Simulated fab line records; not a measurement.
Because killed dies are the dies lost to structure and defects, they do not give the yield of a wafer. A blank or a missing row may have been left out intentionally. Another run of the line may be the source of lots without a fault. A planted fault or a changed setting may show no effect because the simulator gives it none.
fab line records	flow nandHarc
[record] lots = 6	wafers = 18	lastDay = 32
route steps=1302 shown A_SGD_CUT@918 A_SLIT@922
lots that met no fault: taken from a fault-free run of the same line
startH: hours from the record's opening day to when the first of the lot's shown wafers began	waitH: hours elapsed since this lot's preceding step	" identical to the entry in the row above	L1.1+2: one row covering several wafers at once	- no value present, or no start provided	* or withheld: withheld	< > ~ a bound
route shown NAME@n: NAME is a module with steps in the file, n the number in the route of the first one	usual: mean/standard deviation taken from wafers without a fault	same: alike in all rows	chamber/n: place in a boat	sites: readings site by site	_std_site: standard deviation across them	_edge_site: mean of outer sites minus mean of inner sites	radiusMm: for every site, how far away it sits from the centre of the wafer	mask NAME#n: copy n	behind: the most recent tool/chamber to have shaped the wafer	hold: why the lot was held/for how many hours/how that ended	device: transistor that didn't switch, given as n, p or np	end of line: at the end of the route, the tests of the same wafers	for a step that has no rows: nothing shown but its recipe	killed: dies lost to structure and defects at the first sort, not the wafer's yield	map: the dies of a wafer, with x for killed, . for not killed, _ for no die there
set.NAME: the setting as run; set.NAME@STEP: as run at that earlier step	model.NAME: the simulator's own value behind a step, which no gauge read
lots seen at some steps along the route; tables by step, rows by wafer
services: from which hour (startH, from the record's first day; less than 0 if before it) a tool's chamber was out of use, for how many hours, and why
[[steps]]
[step NHARC_A_SGD_CUT_ETCH_26]
[recipe] targetDepthA = 458	chemistry = dHF	material = SiO2
[step NHARC_A_SGD_CUT_ETCHBACK_24]
[recipe] targetDepthA = 500	overEtchFrac = 0.3	timeS = 92.857	ionEnergyEv = 120	ch3fFlowSccm = 50	o2FlowSccm = 30	arFlowSccm = 200	rfW = 500	biasW = 100	chemistry = CH3F/O2
[usual] drypumpMotorCurrentA = 5.4/0.49	oesProductAu = 0.97/0.037	rfVppV = 244.7/1.5	showerheadPlenumPTorr = 2.48/0.098	throttleValvePct = 20.663/0.0099
[same] timeS = 92.857
lot.wafer	tool	chamber	startH	waitH	drypumpMotorCurrentA	oesProductAu	rfHoursCounterH	rfVppV	showerheadPlenumPTorr	throttleValvePct
L149.4	rieDiel-06	3	455.10	0.1	5.8	0.92	8	246.0	2.59	20.641
L149.1	"	1	"	"	5.6	0.92	7	246.4	2.62	20.649
L149.5	"	0	"	"	5.5	0.92	-	246.1	2.53	20.657
L150.3	rieDiel-06	1	473.32	0.2	5.6	1.01	9	245.4	2.62	20.664
L150.2	"	2	"	"	5.0	1.01	9	240.7	2.29	20.667
L150.1	"	0	"	"	5.5	1.00	10	245.5	2.53	20.666
L158.1	rieDiel-12	2	556.43	0.2	5.3	0.93	5	244.0	2.38	20.655
L158.2	"	0	"	"	5.2	0.93	4	245.5	2.54	20.674
L158.5	"	3	"	"	5.1	0.92	-	245.6	2.51	20.657
L159.2	rieDiel-06	1	562.91	0.2	5.6	1.00	5	246.0	2.62	20.655
L159.1	"	3	"	"	5.9	1.00	6	245.4	2.58	20.644
L159.3	"	0	"	"	5.5	1.00	6	245.4	2.53	20.669
L163.2	rieDiel-03	2	615.75	0.2	6.6	0.92	12	245.9	2.56	20.659
L163.6	"	3	"	"	4.9	0.92	-	245.0	2.49	20.658
L163.5	"	2	"	"	6.7	0.92	-	246.0	2.56	20.665
L166.4	rieDiel-03	1	634.49	0.2	4.9	1.00	13	243.3	2.38	20.670
L166.2	"	2	"	"	6.6	1.00	14	245.8	2.56	20.666
L166.6	"	3	"	"	4.9	1.00	-	244.4	2.49	20.655
[step NHARC_A_SGD_CUT_STRIP_28]
[recipe] timeS = 20	o2FlowSccm = 500	arFlowSccm = 0	biasW = 0	chemistry = O2
[usual] drypumpMotorCurrentA = 5.4/0.47	oesProductAu = 1.001/0.0099	rfVppV = 57.9/0.91	showerheadPlenumPTorr = 3.55/0.14	throttleValvePct = 17.037/0.01
[same] timeS = 20
lot.wafer	tool	chamber	startH	waitH	drypumpMotorCurrentA	oesProductAu	rfHoursCounterH	rfVppV	showerheadPlenumPTorr	throttleValvePct
L149.4	rieDiel-06	3	-	-	5.8	0.996	8	59.4	3.71	17.034
L149.1	"	1	"	"	5.6	1.018	7	57.9	3.75	17.057
L149.5	"	3	"	"	5.8	1.000	-	58.1	3.71	17.031
L150.1	rieDiel-06	1	-	-	5.6	1.007	9	57.9	3.75	17.034
L150.3	"	3	"	"	5.8	1.011	9	59.3	3.70	17.032
L150.2	"	0	"	"	5.5	0.997	10	57.8	3.63	17.036
L158.1	rieDiel-12	3	-	-	5.1	0.983	5	58.0	3.59	17.022
L158.2	"	2	"	"	5.3	1.000	5	57.7	3.42	17.048
L158.5	"	3	"	"	5.1	0.995	-	57.8	3.59	17.050
L159.1	rieDiel-06	2	-	-	5.0	1.002	6	57.9	3.30	17.034
L159.3	"	0	"	"	5.5	0.990	6	57.7	3.63	17.051
L159.2	"	1	"	"	5.6	0.996	5	58.3	3.75	17.039
L163.2	rieDiel-03	2	615.88	0.1	6.6	1.007	12	58.5	3.67	17.033
L163.5	"	3	"	"	4.9	1.000	-	57.5	3.57	17.030
L163.6	"	1	"	"	4.9	1.008	-	57.2	3.41	17.047
L166.4	rieDiel-03	2	-	-	6.6	1.011	14	57.0	3.67	17.041
L166.2	"	3	"	"	4.9	1.013	13	56.4	3.57	17.052
L166.6	"	1	"	"	4.9	1.001	-	58.3	3.41	17.031
[step NHARC_A_SGD_CUT_INSPECT_25]
[usual] rawDefectCount = 389/90
lot.wafer	tool	chamber	startH	waitH	rawDefectCount
L149.1	defectInspect-02	-	455.34	-	369
L149.4	"	-	"	"	267
L149.5	"	-	"	"	307
L150.1	defectInspect-02	-	473.56	-	544
L150.2	"	-	"	"	406
L150.3	"	-	"	"	388
L158.1	defectInspect-02	-	556.67	-	373
L158.2	"	-	"	"	333
L158.5	"	-	"	"	342
L159.1	defectInspect-02	-	563.15	-	451
L159.2	"	-	"	"	482
L159.3	"	-	"	"	405
L163.2	defectInspect-02	-	615.99	-	695
L163.5	"	-	"	"	341
L163.6	"	-	"	"	343
L166.2	defectInspect-01	-	634.70	-	369
L166.4	"	-	"	"	305
L166.6	"	-	"	"	406
[step NHARC_A_SLIT_DEP_25]
[recipe] targetThkA = 2000	tempC = 400	pressureTorr = 6.5	rfW = 900	teosFlowSccm = 161.4	flowSccm = 2650	targetThkNm = 200	gas = O2	material = SiO2
[usual] heaterPowerW = 518/82	throttleValvePct = 15.7/0.67
lot.wafer	tool	chamber	startH	waitH	heaterPowerW	throttleValvePct
L149.1	pecvd-01	0	455.49	0.1	495	15.6
L149.5	"	2	"	"	426	15.0
L149.4	"	0	"	"	528	15.4
L150.2	pecvd-02	1	473.63	0.1	434	16.0
L150.3	"	2	"	"	452	15.6
L150.1	"	0	"	"	569	14.9
L158.1	pecvd-02	1	556.74	0.1	511	16.1
L158.2	"	2	"	"	563	15.7
L158.5	"	2	"	"	554	15.9
L159.2	pecvd-02	1	563.23	0.1	535	16.3
L159.1	"	2	"	"	557	15.8
L159.3	"	0	"	"	610	14.8
L163.2	pecvd-01	0	616.05	0.1	493	15.5
L163.6	"	0	"	"	524	15.8
L163.5	"	1	"	"	410	16.1
L166.2	pecvd-03	1	634.82	0.1	514	16.4
L166.4	"	1	"	"	530	16.4
L166.6	"	2	"	"	456	15.9
[step NHARC_A_SLIT_DEP_00]
[recipe] targetThkA = 62000	tempC = 400	material = aC
[usual] throttleValvePct = 35.000/0.0091
lot.wafer	tool	chamber	startH	waitH	throttleValvePct
L149.1	aclDep-02	0	455.75	-	35.006
L149.4	"	0	457.65	-	34.998
L149.5	"	0	"	"	35.015
L150.1	aclDep-01	0	478.22	-	35.000
L150.2	"	0	"	"	34.986
L150.3	"	0	"	"	35.006
L158.1	aclDep-03	0	557.08	-	35.004
L158.2	"	0	"	"	35.003
L158.5	"	0	559.63	-	34.998
L159.1	aclDep-02	0	565.91	-	35.015
L159.2	"	0	"	"	34.991
L159.3	"	0	"	"	35.003
L163.2	aclDep-03	0	618.29	-	34.994
L163.5	"	0	620.15	-	35.004
L163.6	"	0	"	"	35.006
L166.2	aclDep-02	0	635.75	-	34.989
L166.4	"	0	637.01	-	35.002
L166.6	"	0	638.27	-	35.011
[step NHARC_A_SLIT_DEP_23]
[recipe] targetThkA = 1000	targetThkNm = 100	tempC = 400	pressureTorr = 3.5	flowSccm = 200	rfW = 350	material = SiON
[usual] heaterPowerW = 706/87
lot.wafer	tool	chamber	startH	waitH	heaterPowerW
L149.1	pecvd-01	0	459.64	3.3	667
L149.4	"	1	"	"	637
L149.5	"	0	"	"	674
L150.1	pecvd-02	0	482.04	3.2	720
L150.3	"	1	"	"	678
L150.2	"	2	"	"	700
L158.1	pecvd-02	0	560.93	3.2	768
L158.2	"	2	"	"	742
L158.5	"	1	"	"	690
L159.2	pecvd-01	1	569.70	2.5	724
L159.1	"	2	"	"	633
L159.3	"	0	"	"	676
L163.2	pecvd-03	0	621.45	2.5	889
L163.5	"	2	"	"	737
L163.6	"	0	"	"	919
L166.2	pecvd-01	0	638.98	2.6	635
L166.4	"	1	"	"	598
L166.6	"	2	"	"	631
[step NHARC_A_SLIT_DEHYDRATE_01]
[recipe] tempC = 150	timeS = 120
[step NHARC_A_SLIT_HMDS_02]
[recipe] timeS = 30
[step NHARC_A_SLIT_COAT_03]
[recipe] spinRpm = 1500	resistThkNm = 90
[step NHARC_A_SLIT_SOFTBAKE_04]
[recipe] tempC = 105	timeS = 55
[step NHARC_A_SLIT_EBR_05]
[step NHARC_A_SLIT_EXPOSE_06]
[recipe] na = 1.35	doseMj = 60.82	maskId = SLIT
lot.wafer	tool	chamber	startH	waitH	mask	model.A_SLIT.overlayXNm
L149.1+4+5	arfiScanner-01	0	460.21	-	SLIT#0	-0.2694
L150.1+2+3	arfiScanner-03	0	482.45	-	SLIT#0	0.8699
L158.1+2+5	arfiScanner-03	0	561.46	-	SLIT#0	11.27
L159.1+2+3	arfiScanner-03	0	570.12	-	SLIT#0	12.28
L163.2+5+6	arfiScanner-01	0	621.96	-	SLIT#0	1.187
L166.2+4+6	arfiScanner-01	0	639.35	-	SLIT#0	0.8226
[step NHARC_A_SLIT_PEB_07]
[recipe] pebTempC = 100	pebTimeS = 65
[step NHARC_A_SLIT_DEVELOP_08]
[recipe] developTimeS = 35	devTempC = 23
[step NHARC_A_SLIT_CD_MEAS_09]
[recipe] targetCdNm = 300	landingEnergyEv = 500
[usual] cdNm = 299.7/0.5
lot.wafer	tool	chamber	startH	waitH	cdNm
L149.1	cdSem-01	0	460.35	-	299.9
L149.4	"	0	"	"	300.1
L149.5	"	0	"	"	300.9
L150.1	cdSem-02	0	482.59	-	299.5
L150.2	"	0	"	"	299.6
L150.3	"	0	"	"	299.4
L158.1	cdSem-02	0	561.60	-	299.7
L158.2	"	0	"	"	299.2
L158.5	"	0	"	"	300.0
L159.1	cdSem-03	0	570.26	-	298.9
L159.2	"	0	"	"	299.1
L159.3	"	0	"	"	299.2
L163.2	cdSem-01	0	622.10	-	300.3
L163.5	"	0	"	"	299.9
L163.6	"	0	"	"	299.6
L166.2	cdSem-01	0	639.49	-	299.3
L166.4	"	0	"	"	299.9
L166.6	"	0	"	"	299.6
[step NHARC_A_SLIT_OVL_MEAS_10]
[usual] overlayXNm = 0.1/0.83	overlayYNm = -0.2/0.7
lot.wafer	tool	chamber	startH	waitH	overlayXNm	overlayYNm
L149.1	overlay-02	-	460.43	-	0.3	-0.4
L149.4	"	-	"	"	-0.1	-0.6
L149.5	"	-	"	"	0.3	-0.2
L150.1	overlay-01	-	482.68	-	0.7	0.4
L150.2	"	-	"	"	0.8	0.4
L150.3	"	-	"	"	0.6	0.2
L158.1	overlay-01	-	561.69	-	11.4	-0.3
L158.2	"	-	"	"	11.5	-0.4
L158.5	"	-	"	"	11.3	-0.8
L159.1	overlay-02	-	570.35	-	12.2	1.3
L159.2	"	-	"	"	12.2	1.1
L159.3	"	-	"	"	11.8	1.1
L163.2	overlay-02	-	622.18	-	1.0	-1.1
L163.5	"	-	"	"	0.9	-1.2
L163.6	"	-	"	"	0.6	-1.4
L166.2	overlay-02	-	639.57	-	1.1	0.5
L166.4	"	-	"	"	0.9	-0.3
L166.6	"	-	"	"	0.8	-0.4
[step NHARC_A_SLIT_INSPECT_11]
[usual] rawDefectCount = 54/35
lot.wafer	tool	chamber	startH	waitH	rawDefectCount
L149.1	defectInspect-01	-	460.47	0.0	17
L149.4	"	-	"	"	19
L149.5	"	-	"	"	24
L150.1	defectInspect-01	-	482.72	0.0	124
L150.2	"	-	"	"	87
L150.3	"	-	"	"	124
L158.1	defectInspect-01	-	561.73	0.0	76
L158.2	"	-	"	"	91
L158.5	"	-	"	"	96
L159.1	defectInspect-01	-	570.38	0.0	81
L159.2	"	-	"	"	90
L159.3	"	-	"	"	75
L163.2	defectInspect-01	-	622.22	0.0	60
L163.5	"	-	"	"	52
L163.6	"	-	"	"	69
L166.2	defectInspect-02	-	639.61	0.0	102
L166.4	"	-	"	"	101
L166.6	"	-	"	"	108
[[services]]
tool	chamber	startH	hours	kind
rieDiel-03	-	458.62	9.0	pm
rieDiel-06	3	463.69	5.1	repair
rieDiel-06	-	484.20	9.0	pm
pecvd-01	-	492.21	13.0	pm
arfiScanner-03	-	495.29	1.2	repair
pecvd-02	-	523.34	4.7	repair
arfiScanner-03	-	540.00	4.0	pm
rieDiel-06	1	549.50	4.9	repair
arfiScanner-03	-	550.44	2.9	repair
pecvd-01	2	550.53	12.9	repair
rieDiel-06	0	553.39	3.6	repair
arfiScanner-01	-	559.82	0.5	repair
arfiScanner-03	-	575.60	1.4	repair
arfiScanner-03	-	581.06	0.9	repair
pecvd-02	-	589.39	13.0	pm
arfiScanner-01	-	596.00	4.0	pm
arfiScanner-03	-	602.16	0.9	repair
aclDep-02	-	606.25	13.0	pm
arfiScanner-01	-	611.35	2.1	repair
rieDiel-03	0	611.64	5.7	repair
rieDiel-06	1	620.48	5.6	repair
rieDiel-03	1	622.36	2.9	repair
pecvd-02	0	630.32	4.3	repair
rieDiel-03	-	635.62	9.0	pm
[[key]]
[firstSign] step = NHARC_A_SLIT_OVL_MEAS_10	reading = overlayXNm	direction = up	sigmas = 14	usual = 0.1	struck = 11.7
effect none on later readings
[modelEffect] step = NHARC_A_SLIT_EXPOSE_06	value = A_SLIT.overlayXNm	without = 0.3758	struck = 11.78
metAt NHARC_A_SLIT_EXPOSE_06
struckWafers L158.1,L158.2,L158.5,L159.1,L159.2,L159.3
testerLeftOut L158,L159
onsetBetween 482.45 561.46
alsoFits NHARC_A_SLIT_DEP_25:pecvd-02
[fault] kind = scannerMatchingOverlay	tool = arfiScanner-03	chamber = -	onsetH = 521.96	steps = NHARC_A_SLIT_EXPOSE_06	offset = 11.402
// testerLeftOut: of these lots the tester's yield and bins aren't shown, on N5 and GAA mostly nor the transistor test; their killed dies are dies lost to structure and defects alone, not to doping, threshold or leakage, so they don't give the yield
